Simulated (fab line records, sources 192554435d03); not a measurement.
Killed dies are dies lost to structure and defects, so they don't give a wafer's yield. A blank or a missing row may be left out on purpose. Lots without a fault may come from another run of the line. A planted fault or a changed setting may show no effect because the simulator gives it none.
Chamber matching | flow n5_finfet | N5_BEOL_M8_PECVD_70 on pecvd-03: 3 sister chambers
The step deposits SiO2 from TEOS/O2, target thk 20 nm, time 22.7 s. 3 wafers are shown with their chamber, then 9 later ones without.

WAFERS WITH THEIR CHAMBER
wafer  | chamber | throttle_valve_pct (%)
L090.1 | 1       | 24.4
L090.2 | 0       | 22.8
L090.3 | 2       | 20.9

WAFERS WITHOUT THEIR CHAMBER
wafer  | throttle_valve_pct (%)
L089.1 | 20.9
L089.2 | 23.4
L089.4 | 21.0
L097.1 | 23.3
L097.3 | 24.6
L097.6 | 24.5
L091.3 | 21.0
L091.4 | 21.0
L091.6 | 23.1

WHICH CHAMBER EACH WENT THROUGH
wafer  | from the rows above     | in truth
L089.1 | 2                       | 2
L089.2 | can't be placed: 0 or 1 | 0
L089.4 | 2                       | 2
L097.1 | 0                       | 0
L097.3 | 1                       | 1
L097.6 | 1                       | 1
L091.3 | 2                       | 2
L091.4 | 2                       | 2
L091.6 | 0                       | 0
Placed correctly: 8 of 9. Can't be placed from these rows: 1 (the true chamber is among the candidates in 1). Placed wrongly: 0.
How it was worked out, from the rows above alone: a wafer's distance from a chamber is the root of the sum, over the readings, of the square of ((its reading less the chamber's mean) divided by the reading's scatter). The wafer belongs to the nearest chamber; if the next one is less than 2 further off, it can't be placed. A chamber's mean is the mean of its shown wafers. The scatter: with one shown wafer a chamber, the root of the mean of the squares of how far each hidden wafer lies from its nearest shown one.
